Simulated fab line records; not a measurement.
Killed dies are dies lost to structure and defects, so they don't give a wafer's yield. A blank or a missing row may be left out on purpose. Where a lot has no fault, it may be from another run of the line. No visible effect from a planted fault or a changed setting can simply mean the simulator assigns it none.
Which tool is to blame? ; flow nand-harc ; 24 lots with 72 wafers sampled at 6 steps, on a route of 1302 steps

== WHAT THE GAUGES READ, wafer by wafer ==
NHARC_A_CONTACT_OVL_MEAS_70.
lot;measured;on;overlay-x-nm (nm);overlay-y-nm (nm)
L074;day 21 17:28;overlay-01;-0.3 0.4 0.2;0.4 0.7 1.0
L076;day 22 07:53;overlay-02;0.7 -0.1 -0.2;0.0 0.0 -0.1
L075;day 22 10:11;overlay-02;0.8 0.9 0.3;-1.2 -1.4 -1.0
L077;day 23 08:23;overlay-01;0.2 1.0 0.8;0.7 0.9 0.9
L079;day 23 11:35;overlay-02;-0.1 0.1 -0.4;-0.6 -1.3 -0.7
L078;day 23 17:10;overlay-02;0.5 -0.1 0.1;1.7 1.2 0.8
L082;day 24 17:05;overlay-02;0.1 -0.2 -0.2;1.5 0.9 1.2
L081;day 24 20:19;overlay-02;-1.3 -1.1 -1.8;0.1 0.6 -0.1
L080;day 24 22:51;overlay-02;0.7 0.0 1.0;0.4 0.3 0.4
L083;day 26 00:10;overlay-01;-0.3 -0.3 -0.2;-0.6 -0.2 -0.2
L084;day 25 21:22;overlay-01;0.6 0.4 0.7;-0.9 -1.1 -1.3
L085;day 26 03:24;overlay-01;-1.0 -1.3 -0.6;-0.2 -0.6 -0.4
L086;day 26 17:46;overlay-01;1.7 1.7 1.8;-1.2 -1.2 -0.9
L087;day 27 06:55;overlay-02;-1.5 -1.4 -1.0;0.5 0.0 0.0
L088;day 27 23:09;overlay-02;0.9 1.2 0.3;0.6 0.0 -0.1
L089;day 28 01:00;overlay-02;0.9 0.6 0.5;0.1 -0.4 -0.2
L090;day 28 14:43;overlay-02;0.3 0.2 0.3;0.4 0.5 0.6
L091;day 28 14:56;overlay-01;0.3 0.6 0.8;-0.2 0.4 0.4
L092;day 29 01:31;overlay-01;-0.8 -0.1 -0.2;0.0 0.0 0.3
L093;day 29 14:31;overlay-02;-0.2 -0.5 -0.3;0.0 -0.8 0.0
L094;day 29 23:29;overlay-01;1.3 1.2 1.1;-0.5 -0.4 0.2
L095;day 30 20:11;overlay-02;-1.4 -1.5 -1.1;-0.3 -0.9 -0.7
L096;day 30 22:01;overlay-01;-1.6 -1.8 -1.4;0.7 0.8 0.2
L097;day 31 17:42;overlay-02;0.8 0.5 0.4;1.3 1.3 1.2

NHARC_A_CONTACT_INSPECT_10.
lot;measured;on;raw-defect-count
L074;day 22 01:41;defect-inspect-01;87 71 70
L076;day 22 17:34;defect-inspect-02;45 57 65
L075;day 22 18:34;defect-inspect-02;67 71 76
L077;day 23 16:11;defect-inspect-01;112 104 86
L079;day 23 23:43;defect-inspect-02;18 23 19
L078;day 24 03:29;defect-inspect-02;103 112 97
L082;day 25 00:45;defect-inspect-02;31 30 23
L081;day 25 04:00;defect-inspect-02;131 105 128
L080;day 25 07:12;defect-inspect-02;162 158 158
L083;day 26 11:56;defect-inspect-02;121 128 127
L084;day 26 07:19;defect-inspect-02;40 42 37
L085;day 26 14:29;defect-inspect-01;69 81 79
L086;day 27 01:49;defect-inspect-02;92 86 84
L087;day 27 14:43;defect-inspect-01;100 94 72
L088;day 28 06:57;defect-inspect-01;71 63 66
L089;day 28 08:47;defect-inspect-02;101 110 96
L090;day 29 05:17;defect-inspect-01;95 77 75
L091;day 29 05:26;defect-inspect-02;104 95 115
L092;day 29 09:23;defect-inspect-01;78 67 72
L093;day 29 22:20;defect-inspect-01;125 120 144
L094;day 30 07:24;defect-inspect-02;74 69 65
L095;day 31 04:00;defect-inspect-02;43 46 45
L096;day 31 05:50;defect-inspect-02;111 107 120
L097;day 32 04:14;defect-inspect-01;54 73 58

== WHAT TOOL EACH LOT RAN ON (gives the tool, then ch and the chambers of the sampled wafers, and finally the start) ==
lot;NHARC_A_CONTACT_ETCH_120;NHARC_A_CONTACT_ETCH_75;NHARC_A_CONTACT_ETCH_78;NHARC_A_CONTACT_DEP_85
L074;har-cap-etch-01 ch 0,1, day 21 02:19;rie-diel-06 ch 1,3, day 21 17:40;rie-diel-06 ch 0,1,2, day 22 00:49 or earlier;pecvd-03 ch 0,2, day 22 00:49
L076;har-cap-etch-03 ch 0,1, day 22 01:02;rie-diel-06 ch 0,2,3, day 22 08:05;rie-diel-06 ch 2,3, day 22 16:52 or earlier;pecvd-03 ch 0,1,2, day 22 16:52
L075;har-cap-etch-02 ch 0,1, day 22 02:51;rie-diel-06 ch 0,3, day 22 10:22;rie-diel-06 ch 0,1,2, day 22 17:43 or earlier;pecvd-01 ch 1,2, day 22 17:43
L077;har-cap-etch-01 ch 0,1, day 23 01:46;rie-diel-01 ch 0,3, day 23 08:34;rie-diel-01 ch 0,1, day 23 15:30 or earlier;pecvd-03 ch 0,1,2, day 23 15:30
L079;har-cap-etch-03 ch 0,1, day 23 04:54;rie-diel-06 ch 0,2,3, day 23 11:46;rie-diel-06 ch 0,1,2, day 23 22:56 or earlier;pecvd-02 ch 0,1,2, day 23 22:56
L078;har-cap-etch-02 ch 0,1, day 23 10:25;rie-diel-13 ch 0,3, day 23 17:22;rie-diel-13 ch 0,3, day 24 02:44 or earlier;pecvd-01 ch 0,1,2, day 24 02:44
L082;har-cap-etch-01 ch 0,1, day 24 10:23;rie-diel-06 ch 0,1,3, day 24 17:16;rie-diel-06 ch 0,1,2, day 25 00:05 or earlier;pecvd-02 ch 0,1, day 25 00:05
L081;har-cap-etch-03 ch 0,1, day 24 13:00;rie-diel-13 ch 1,3, day 24 20:30;rie-diel-13 ch 0,1, day 25 03:17 or earlier;pecvd-02 ch 1,2, day 25 03:17
L080;har-cap-etch-02 ch 1, day 24 16:14;rie-diel-13 ch 1,3, day 24 23:04;rie-diel-13 ch 0,1, day 25 06:22 or earlier;pecvd-01 ch 0,2, day 25 06:22
L083;har-cap-etch-01 ch 1, day 25 13:32;rie-diel-06 ch 0,2, day 26 00:20;rie-diel-06 ch 0,2,3, day 26 11:05 or earlier;pecvd-03 ch 0,1,2, day 26 11:05
L084;har-cap-etch-03 ch 0,1, day 25 14:06;rie-diel-01 ch 1,2,3, day 25 21:32;rie-diel-01 ch 0,1,2, day 26 06:35 or earlier;pecvd-03 ch 0,1,2, day 26 06:35
L085;har-cap-etch-02 ch 0,1, day 25 18:31;rie-diel-06 ch 0,3, day 26 03:35;rie-diel-06 ch 1,3, day 26 13:46 or earlier;pecvd-02 ch 1,2, day 26 13:46
L086;har-cap-etch-01 ch 0,1, day 26 09:56;rie-diel-13 ch 0,1,3, day 26 17:57;rie-diel-13 ch 1,3, day 27 01:08 or earlier;pecvd-03 ch 0,1,2, day 27 01:08
L087;har-cap-etch-02 ch 0,1, day 26 23:58;rie-diel-06 ch 1,3, day 27 07:07;rie-diel-06 ch 0,3, day 27 13:52 or earlier;pecvd-01 ch 0,2, day 27 13:52
L088;har-cap-etch-02 ch 0,1, day 27 16:27;rie-diel-06 ch 0,1, day 27 23:20;rie-diel-06 ch 0,2,3, day 28 06:06 or earlier;pecvd-01 ch 0,1,2, day 28 06:06
L089;har-cap-etch-03 ch 0,1, day 27 17:40;rie-diel-06 ch 0,2,3, day 28 01:11;rie-diel-06 ch 1,2, day 28 07:56 or earlier;pecvd-03 ch 0,1, day 28 07:56
L090;har-cap-etch-03 ch 0,1, day 28 06:55;rie-diel-01 ch 1,2,3, day 28 14:54;rie-diel-01 ch 0,1,2, day 29 04:26 or earlier;pecvd-02 ch 0,1,2, day 29 04:26
L091;har-cap-etch-01 ch 0,1, day 28 08:12;rie-diel-13 ch 0,2, day 28 15:07;rie-diel-13 ch 0,1,2, day 29 04:34 or earlier;pecvd-03 ch 0,1,2, day 29 04:34
L092;har-cap-etch-01 ch 0,1, day 28 16:52;rie-diel-06 ch 0,1,2, day 29 01:42;rie-diel-06 ch 0,2, day 29 08:40 or earlier;pecvd-02 ch 0,1,2, day 29 08:40
L093;har-cap-etch-02 ch 0,1, day 29 07:22;rie-diel-06 ch 0,3, day 29 14:42;rie-diel-06 ch 0,1,2, day 29 21:31 or earlier;pecvd-02 ch 0,2, day 29 21:31
L094;har-cap-etch-01 ch 0,1, day 29 16:40;rie-diel-06 ch 0,1,2, day 29 23:45;rie-diel-06 ch 0,1, day 30 06:34 or earlier;pecvd-03 ch 0,1,2, day 30 06:34
L095;har-cap-etch-03 ch 1, day 30 13:16;rie-diel-06 ch 0,2, day 30 20:22;rie-diel-06 ch 0,1,2, day 31 03:11 or earlier;pecvd-01 ch 0,1, day 31 03:11
L096;har-cap-etch-01 ch 0,1, day 30 14:49;rie-diel-06 ch 1,2, day 30 22:11;rie-diel-06 ch 0,1,3, day 31 05:04 or earlier;pecvd-02 ch 0,1,2, day 31 05:04
L097;har-cap-etch-03 ch 0,1, day 31 09:56;rie-diel-06 ch 0,2,3, day 31 17:53;rie-diel-06 ch 0,2,3, day 32 03:23 or earlier;pecvd-03 ch 0,1, day 32 03:23
- NHARC_A_CONTACT_ETCH_120: etches the open film in C4F8/O2/Ar, time 190 s, target depth 1850 nm.
- NHARC_A_CONTACT_ETCH_75: etches the open film in CF4, target depth 39 nm, time 65 s.
- NHARC_A_CONTACT_ETCH_78: etches the open film in O2/COS, target depth 5300 nm, time 1378 s.
- NHARC_A_CONTACT_DEP_85: deposits SiON, target thk 60 nm.

== AS READ BY THE TOOLS THEMSELVES (means over the sampled wafers that have a number; for cases with no such wafer, the mark the record gives instead) ==
NHARC_A_CONTACT_ETCH_75.
lot;tool;drypump-motor-current-A (A);oes-product-au (a.u.);rf-vpp-V (V);showerhead-plenum-p-Torr (Torr);throttle-valve-pct (%)
L074;rie-diel-06;6.3;1.001;152.1;1.83;13.286
L076;rie-diel-06;5.7;1.000;150.9;1.74;13.278
L075;rie-diel-06;6.0;1.011;150.8;1.79;13.290
L077;rie-diel-01;6.1;1.030;150.9;1.71;13.284
L079;rie-diel-06;5.7;1.001;151.1;1.74;13.284
L078;rie-diel-13;5.7;0.987;149.7;1.76;13.287
L082;rie-diel-06;5.9;0.996;151.1;1.80;13.285
L081;rie-diel-13;6.0;0.986;150.9;1.72;13.280
L080;rie-diel-13;6.0;0.982;151.8;1.72;13.279
L083;rie-diel-06;5.4;0.997;150.8;1.70;13.282
L084;rie-diel-01;5.2;1.004;150.5;1.74;13.286
L085;rie-diel-06;6.0;1.003;151.3;1.78;13.273
L086;rie-diel-13;5.8;0.989;151.2;1.73;13.286
L087;rie-diel-06;6.4;0.994;152.2;1.81;13.287
L088;rie-diel-06;5.4;1.003;152.2;1.78;13.278
L089;rie-diel-06;5.7;1.003;150.2;1.74;13.287
L090;rie-diel-01;5.2;1.007;150.7;1.73;13.274
L091;rie-diel-13;5.6;0.989;150.8;1.74;13.292
L092;rie-diel-06;5.6;0.999;150.7;1.75;13.287
L093;rie-diel-06;5.5;0.991;151.5;1.76;13.285
L094;rie-diel-06;5.6;1.003;151.8;1.75;13.284
L095;rie-diel-06;5.4;1.011;150.5;1.69;13.275
L096;rie-diel-06;5.8;1.006;150.1;1.72;13.279
L097;rie-diel-06;5.7;0.991;150.9;1.73;13.282

NHARC_A_CONTACT_ETCH_78.
lot;tool;drypump-motor-current-A (A);oes-product-au (a.u.);rf-vpp-V (V);showerhead-plenum-p-Torr (Torr);throttle-valve-pct (%)
L074;rie-diel-06;5.6;0.995;313.6;3.11;28.326
L076;rie-diel-06;5.9;0.996;312.8;3.03;28.331
L075;rie-diel-06;5.6;0.997;313.6;3.11;28.336
L077;rie-diel-01;5.3;0.991;313.7;3.04;28.330
L079;rie-diel-06;5.6;0.998;314.1;3.11;28.330
L078;rie-diel-13;6.0;0.982;313.4;3.08;28.334
L082;rie-diel-06;5.6;0.991;314.4;3.10;28.326
L081;rie-diel-13;5.5;0.997;313.8;3.08;28.329
L080;rie-diel-13;5.6;0.999;312.4;3.05;28.329
L083;rie-diel-06;5.7;0.999;313.7;3.07;28.327
L084;rie-diel-01;5.5;1.008;313.0;3.04;28.336
L085;rie-diel-06;6.4;1.012;315.5;3.20;28.329
L086;rie-diel-13;6.1;0.995;312.4;3.04;28.334
L087;rie-diel-06;6.0;1.007;314.6;3.14;28.327
L088;rie-diel-06;5.7;1.010;313.8;3.07;28.331
L089;rie-diel-06;5.8;0.996;313.3;3.05;28.321
L090;rie-diel-01;5.4;1.000;314.0;3.03;28.322
L091;rie-diel-13;5.7;0.995;313.2;3.04;28.337
L092;rie-diel-06;5.4;1.008;312.4;2.99;28.328
L093;rie-diel-06;5.6;0.999;313.2;3.09;28.325
L094;rie-diel-06;5.8;0.996;314.2;3.19;28.330
L095;rie-diel-06;5.6;1.010;314.0;3.09;28.339
L096;rie-diel-06;5.9;0.994;314.8;3.16;28.335
L097;rie-diel-06;5.7;1.003;313.5;3.06;28.324

NHARC_A_CONTACT_DEP_85.
lot;tool;heater-power-w (W);susceptor-temp-C (C)
L074;pecvd-03;830;399.97
L076;pecvd-03;826;399.92
L075;pecvd-01;722;399.81
L077;pecvd-03;824;399.91
L079;pecvd-02;749;399.70
L078;pecvd-01;697;400.05
L082;pecvd-02;744;400.02
L081;pecvd-02;821;400.06
L080;pecvd-01;693;399.87
L083;pecvd-03;764;400.02
L084;pecvd-03;811;400.04
L085;pecvd-02;829;399.96
L086;pecvd-03;793;400.14
L087;pecvd-01;727;399.82
L088;pecvd-01;649;399.87
L089;pecvd-03;809;400.08
L090;pecvd-02;820;399.99
L091;pecvd-03;813;399.96
L092;pecvd-02;803;399.89
L093;pecvd-02;748;400.03
L094;pecvd-03;808;400.19
L095;pecvd-01;639;399.94
L096;pecvd-02;761;400.03
L097;pecvd-03;734;399.95

== THE ANSWER, worked out from the rows above alone ==
Rule: the usual values come from the lots themselves. The widest of any qualifying gaps counts: lots, ordered by their means at a reading, are off when they make up no more than a third of the lots, leave a main group of 4 or more, and stand apart from it by 3 or more times the standard deviation of that group's means. The tables above print the reading to a certain number of digits; a main group whose means all agree to those digits is not used. Also off: a lot with no number at a reading for which 4 or more lots have one. Any other lot the step has rows for is counted as sound. First the gauges in route order, then the tools' own readings, where a lot's mean is used as printed above. At the first step where some lot is off, the reading lying furthest off is the one used; lots without a number count as furthest.
No lot is off on any of the readings shown, so nothing can be concluded from this.

== WHAT THE SIMULATOR HAD INSERTED ==
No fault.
